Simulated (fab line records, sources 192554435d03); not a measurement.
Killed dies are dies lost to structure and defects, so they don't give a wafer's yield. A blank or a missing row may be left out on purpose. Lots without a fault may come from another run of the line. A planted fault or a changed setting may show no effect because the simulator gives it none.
fab line records | flow n5_finfet
record lots=9 wafers=27 last_day=16
route steps=1938 shown BEOL_M1@752 BEOL_M4@1111
lots that met no fault: from a run of the same line without faults
start_h: hours from the record's first day to the start of the lot's first wafer shown | wait_h: hours since the lot's step before | " the same as in the row above | L1.1+2: a row that stands for several wafers | - no value, or no start given | * or withheld: withheld | < > ~ a bound
route shown NAME@n: a module of which the file shows steps, and the number in the route of the first | usual: mean/standard deviation of fault-free wafers | same: alike in all rows | chamber/n: place in a boat | sites: the reading at each site | _std_site: their standard deviation | _edge_site: outer sites' mean less inner sites' | radius_mm: how far each site lies from the wafer's centre | mask NAME#n: copy n | behind: the tool/chamber that last shaped the wafer | hold: why the lot was held/for how many hours/how that ended | device: the transistor (n, p or np) that didn't switch | end of line: the same wafers' tests at the end of the route | a step without rows: its recipe alone | killed: dies lost to structure and defects at the first sort, not the wafer's yield | map: a wafer's dies, x killed, . not, _ none there
set.NAME: the setting as run; set.NAME@STEP: as run at that earlier step | model.NAME: the simulator's own value behind a step, which no gauge read
steps of the route over a sample of lots; a table a step, a row a wafer
services: from which hour (start_h, from the record's first day; less than 0 if before it) a tool's chamber was out of use, for how many hours, and why
## steps
# step N5_BEOL_M1_THK_MEAS_01
# recipe reads=SiOC_of_BEOL_M1_ILD_DEP_00
# usual M1_ILD_THK=78.5/1.1
# columns lot.wafer tool chamber start_h wait_h M1_ILD_THK[nm]
L176.1 film_metro-01 - 122.26 0.0 77.3
L176.2 " - " " 78.0
L176.3 " - " " 77.0
L177.1 film_metro-01 - 133.40 0.0 77.8
L177.3 " - " " 77.6
L177.5 " - " " 79.2
L179.1 film_metro-02 - 141.34 0.0 78.4
L179.3 " - " " 75.5
L179.5 " - " " 77.0
L180.1 film_metro-01 - 141.99 0.0 76.5
L180.5 " - " " 80.2
L180.6 " - " " 79.0
L183.1 film_metro-01 - 162.59 0.0 78.1
L183.3 " - " " 77.8
L183.5 " - " " 79.5
L189.2 film_metro-02 - 206.37 0.1 79.4
L189.3 " - " " 77.6
L189.5 " - " " 79.9
L192.1 film_metro-01 - 217.06 0.0 76.5
L192.5 " - " " 79.1
L192.6 " - " " 77.9
L194.1 film_metro-01 - 223.15 0.0 78.0
L194.2 " - " " 78.0
L194.4 " - " " 79.2
L195.3 film_metro-02 - 235.66 0.1 77.2
L195.5 " - " " 79.6
L195.6 " - " " 78.8
# step N5_BEOL_M1_ETCH_74
# recipe chemistry=N2/H2 target=underlayer target_depth_a=65 mask_material=CAR-EUV time_s=5.2 ion_energy_ev=200 pressure_mtorr=30 source_w=840 bias_w=150 n2_flow_sccm=200 h2_flow_sccm=200 ends=cleared
# usual drypump_motor_current_A=5.9/0.52 etch_rf_on_time_s=5.19/0.12 oes_product_au=0.63/0.052 rf_vpp_V=523.7/2.7 showerhead_plenum_p_Torr=2.53/0.092 throttle_valve_pct=17.84/0.12
# columns lot.wafer tool chamber start_h wait_h drypump_motor_current_A etch_rf_on_time_s oes_product_au rf_hours_counter_h rf_vpp_V showerhead_plenum_p_Torr throttle_valve_pct
L176.1 rie_diel-02 2 123.26 0.0 6.2 5.35 0.64 145 525.7 2.54 17.68
L176.2 " 0 " " 5.1 5.18 0.70 84 527.7 2.67 17.71
L176.3 " 3 " " 6.7 5.25 0.57 237 523.4 2.61 17.95
L177.1 rie_diel-02 1 135.88 0.0 6.2 5.27 0.65 134 520.8 2.45 17.75
L177.3 " 0 " " 5.1 5.12 0.71 86 528.1 2.67 17.68
L177.5 " 0 " " 5.1 5.21 0.70 - 528.5 2.67 17.66
L179.1 rie_diel-04 0 142.70 0.0 6.3 5.02 0.63 202 521.7 2.40 18.06
L179.3 " 2 " " 5.4 5.15 0.64 140 522.9 2.54 17.75
L179.5 " 3 " " 6.0 5.05 0.62 - 525.3 2.64 17.68
L180.1 rie_diel-02 3 143.21 0.0 6.6 5.24 0.57 241 526.9 2.61 17.95
L180.5 " 0 " " 5.1 5.12 0.70 - 525.9 2.67 17.71
L180.6 " 3 " " 6.6 5.17 0.58 - 524.9 2.61 17.98
L183.1 rie_diel-03 0 165.86 0.0 5.9 5.19 0.59 232 519.1 2.40 17.99
L183.3 " 2 " " 5.3 5.26 0.62 189 522.5 2.53 17.83
L183.5 " 2 " " 5.3 5.27 0.61 - 524.0 2.53 17.82
L189.2 rie_diel-04 1 207.73 0.0 6.0 5.08 0.61 167 525.3 2.64 17.93
L189.3 " 3 " " 6.0 5.06 0.61 185 527.0 2.63 17.70
L189.5 " 2 " " 5.4 5.10 0.64 - 524.4 2.53 17.82
L192.1 rie_diel-02 2 218.86 0.0 6.2 5.29 0.61 173 524.2 2.53 17.73
L192.5 " 0 " " 5.1 5.17 0.67 - 529.2 2.66 17.74
L192.6 " 3 " " 6.7 5.06 0.83 - 522.6 2.60 17.62
L194.1 rie_diel-02 2 224.73 0.0 6.1 5.45 0.61 175 522.3 2.53 17.73
L194.2 " 1 " " 6.2 5.36 0.63 161 520.1 2.44 17.74
L194.4 " 3 " " 6.6 5.17 0.81 9 525.1 2.60 17.62
L195.3 rie_diel-02 2 237.36 0.0 6.2 5.43 0.62 179 524.1 2.53 17.72
L195.5 " 2 " " 6.1 5.38 0.61 - 523.2 2.53 17.72
L195.6 " 3 " " 6.6 5.13 0.81 - 525.3 2.60 17.64
# step N5_BEOL_M1_COAT_22
# recipe resist=CAR-EUV spin_rpm=1500 resist_thk_nm=30
# usual exhaust_pa=44.9/0.87 spin_speed_rpm=1499.9/0.89
# columns lot.wafer tool chamber start_h wait_h exhaust_pa spin_speed_rpm
L176.1 litho_track-01 0 123.70 - 46.1 1499.4
L176.2 " 0 " " 46.3 1498.6
L176.3 " 0 " " 44.2 1500.0
L177.1 litho_track-02 0 136.31 - 45.7 1499.9
L177.3 " 0 " " 46.6 1499.5
L177.5 " 0 " " 46.1 1499.6
L179.1 litho_track-01 0 143.21 - 44.9 1500.0
L179.3 " 0 " " 44.5 1499.0
L179.5 " 0 " " 44.6 1500.7
L180.1 litho_track-01 0 143.65 - 43.8 1500.1
L180.5 " 0 " " 43.1 1500.9
L180.6 " 0 " " 43.8 1501.1
L183.1 litho_track-01 0 166.39 - 44.0 1501.2
L183.3 " 0 " " 44.4 1500.5
L183.5 " 0 " " 44.6 1500.0
L189.2 litho_track-04 0 208.16 - 43.8 1498.2
L189.3 " 0 " " 44.9 1501.4
L189.5 " 0 " " 44.9 1500.4
L192.1 litho_track-01 0 219.30 - 43.9 1834.8
L192.5 " 0 " " 44.2 1834.7
L192.6 " 0 " " 44.9 1834.0
L194.1 litho_track-01 0 226.35 - 43.9 1836.1
L194.2 " 0 " " 44.3 1835.8
L194.4 " 0 " " 46.1 1833.7
L195.3 litho_track-04 0 238.05 - 44.8 1501.0
L195.5 " 0 " " 43.7 1500.0
L195.6 " 0 " " 44.4 1501.0
# step N5_BEOL_M1_ETCH_77
# recipe chemistry=N2/H2 target=underlayer target_depth_a=65 mask_material=CAR-EUV time_s=5.2 ion_energy_ev=200 pressure_mtorr=30 source_w=840 bias_w=150 n2_flow_sccm=200 h2_flow_sccm=200 ends=cleared
# usual drypump_motor_current_A=5.9/0.49 etch_rf_on_time_s=5.17/0.11 oes_product_au=0.64/0.053 rf_vpp_V=523.5/2.8 showerhead_plenum_p_Torr=2.52/0.095 throttle_valve_pct=17.84/0.12
# columns lot.wafer tool chamber start_h wait_h drypump_motor_current_A etch_rf_on_time_s oes_product_au rf_hours_counter_h rf_vpp_V showerhead_plenum_p_Torr throttle_valve_pct
L176.1 rie_diel-03 3 124.15 0.0 5.3 5.19 0.64 156 520.5 2.42 17.91
L176.2 " 1 " " 6.5 5.19 0.62 165 524.3 2.53 17.83
L176.3 " 0 " " 5.9 5.08 0.61 220 519.7 2.41 17.94
L177.1 rie_diel-04 1 136.75 0.0 6.1 5.12 0.63 147 527.2 2.65 17.91
L177.3 " 3 " " 6.0 5.04 0.63 165 527.8 2.64 17.70
L177.5 " 1 " " 6.0 5.09 0.62 - 526.8 2.65 17.92
L179.1 rie_diel-02 0 143.65 0.0 5.1 5.17 0.70 89 528.5 2.67 17.73
L179.3 " 3 " " 6.6 5.27 0.56 242 524.4 2.61 17.97
L179.5 " 0 " " 5.1 5.22 0.69 - 527.1 2.67 17.70
L180.1 rie_diel-04 0 144.20 0.0 6.3 4.99 0.63 203 520.0 2.40 18.04
L180.5 " 3 " " 6.0 4.99 0.62 - 527.1 2.64 17.67
L180.6 " 0 " " 6.3 4.97 0.63 - 521.3 2.40 18.04
L183.1 rie_diel-04 3 166.95 0.0 6.0 5.08 0.61 173 523.8 2.63 17.69
L183.3 " 2 " " 5.4 5.11 0.65 147 523.5 2.54 17.80
L183.5 " 1 " " 6.0 5.13 0.63 - 526.8 2.64 17.95
L189.2 rie_diel-03 2 208.63 0.0 5.3 5.22 0.60 203 522.4 2.53 17.83
L189.3 " 1 " " 6.5 5.20 0.61 190 525.0 2.52 17.88
L189.5 " 0 " " 5.9 5.08 0.59 - 522.2 2.40 18.02
L192.1 rie_diel-02 1 219.73 0.0 6.1 5.28 0.63 159 520.3 2.44 17.77
L192.5 " 3 " " 6.6 5.08 0.82 - 526.4 2.60 17.61
L192.6 " 0 " " 5.1 5.15 0.68 - 526.9 2.66 17.73
L194.1 rie_diel-03 1 226.78 0.0 6.5 5.26 0.60 196 524.2 2.52 17.88
L194.2 " 3 " " 5.3 5.33 0.62 186 521.6 2.41 17.94
L194.4 " 3 " " 5.3 5.36 0.62 - 518.9 2.41 17.95
L195.3 rie_diel-02 2 238.61 0.0 6.2 5.41 0.61 179 524.2 2.53 17.72
L195.5 " 3 " " 6.6 5.12 0.80 - 524.1 2.60 17.61
L195.6 " 2 " " 6.2 5.33 0.61 - 523.0 2.53 17.72
# step N5_BEOL_M4_RC_MEAS_101
# usual DIBL_N=35.8/1.6 DIBL_P=36.0/2.1 IOFF_N=0.153/0.026 IOFF_P=0.21/0.037 ION_N=673/11 ION_P=462/7.6 SS_N=71.4/0.53 SS_P=73.2/0.67 VT_N=250/3.2 VT_P=-250/3.7
# columns lot.wafer tool chamber start_h wait_h DIBL_N[mV/V] DIBL_P[mV/V] IOFF_N[nA/um] IOFF_P[nA/um] ION_N[uA/um] ION_P[uA/um] SS_N[mV/dec] SS_P[mV/dec] VT_N[mV] VT_P[mV]
L176.1 prober-02 0 169.42 0.0 37.3 39.2 0.188 0.26 684 476 70.9 74.0 245 -248
L176.2 " 0 " " 33.5 33.7 0.117 0.17 662 463 71.1 72.5 256 -251
L176.3 " 0 " " 37.9 38.8 0.207 0.27 700 476 71.1 74.2 243 -245
L177.1 prober-02 0 177.41 0.0 35.3 36.1 0.139 0.18 670 453 71.1 73.2 252 -255
L177.3 " 0 " " 37.4 37.9 0.165 0.20 675 460 71.7 73.4 250 -250
L177.5 " 0 " " 35.5 35.7 0.137 0.18 673 456 71.6 72.4 253 -252
L179.1 prober-02 0 192.23 0.0 38.4 37.5 0.175 0.22 679 461 72.8 73.6 251 -251
L179.3 " 0 " " 39.5 39.5 0.193 0.27 685 473 72.2 74.4 250 -249
L179.5 " 0 " " 36.4 35.9 0.144 0.20 678 464 70.8 73.0 251 -253
L180.1 prober-01 0 198.14 0.0 37.5 36.1 0.193 0.24 691 468 71.4 73.7 245 -246
L180.5 " 0 " " 37.4 36.3 0.183 0.25 685 471 70.9 73.9 246 -243
L180.6 " 0 " " 36.8 35.5 0.180 0.24 697 476 70.6 72.9 245 -243
L183.1 prober-01 0 207.77 0.0 33.7 33.4 0.121 0.17 658 458 70.6 72.8 253 -255
L183.3 " 0 " " 33.4 32.9 0.111 0.15 653 450 70.4 72.2 254 -253
L183.5 " 0 " " 31.5 30.3 0.091 0.13 647 445 70.2 72.0 256 -257
L189.2 prober-01 0 251.81 0.2 34.2 35.2 0.139 0.20 672 467 71.2 72.5 252 -251
L189.3 " 0 " " 34.2 34.9 0.136 0.21 676 472 71.8 72.8 253 -248
L189.5 " 0 " " 35.0 35.9 0.168 0.23 678 466 71.3 73.4 247 -249
L192.1 prober-02 0 269.28 0.0 35.6 34.1 0.139 0.19 669 461 71.6 73.0 252 -252
L192.5 " 0 " " 37.7 36.3 0.164 0.22 667 461 71.1 73.8 252 -251
L192.6 " 0 " " 36.3 34.5 0.134 0.19 669 459 71.4 73.2 251 -249
L194.1 prober-02 0 274.61 0.0 35.1 34.1 0.127 0.16 657 454 71.6 72.5 253 -257
L194.2 " 0 " " 35.8 34.5 0.131 0.16 661 452 71.3 72.6 254 -257
L194.4 " 0 " " 32.7 30.9 0.093 0.12 662 448 70.3 71.9 259 -255
L195.3 prober-01 0 289.61 0.3 36.5 36.6 0.159 0.20 669 459 71.4 73.7 253 -251
L195.5 " 0 " " 37.5 37.0 0.174 0.21 680 464 72.2 73.4 250 -249
L195.6 " 0 " " 34.7 35.0 0.136 0.18 661 460 70.6 72.9 253 -254
## services
# columns tool chamber start_h hours kind
rie_diel-02 - 104.66 0.8 repair
rie_diel-04 - 117.44 2.2 repair
rie_diel-03 2 119.39 6.6 repair
rie_diel-02 - 126.83 2.8 pm
rie_diel-02 3 178.90 - clean
rie_diel-02 3 178.90 - consumable_replace:focus_ring
rie_diel-02 3 178.90 12.8 scheduled_down
rie_diel-02 3 178.90 12.8 vent_cycle
rie_diel-02 3 210.65 2.9 repair
rie_diel-03 0 225.48 - clean
rie_diel-03 0 225.48 - consumable_replace:focus_ring
rie_diel-03 0 225.48 - consumable_replace:showerhead
rie_diel-03 0 225.48 21.1 scheduled_down
rie_diel-03 0 225.48 21.1 vent_cycle
## key
first_sign step=N5_BEOL_M1_COAT_22 reading=spin_speed_rpm direction=up sigmas=99+ usual=* struck=*
effect none on later readings
met_at N5_BEOL_M1_COAT_22
struck_lots L192,L194
not_acting_at N5_BEOL_M1_THK_MEAS_01,N5_BEOL_M1_ETCH_74,N5_BEOL_M1_ETCH_77
onset_between 166.39 219.30
fault kind=process_parameter_drift tool=litho_track-01 chamber=- onset_h=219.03 steps=N5_BEOL_M1_COAT_22 channel=spin_rpm offset=* shape=step end_h=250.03 acts_in=* stated=*
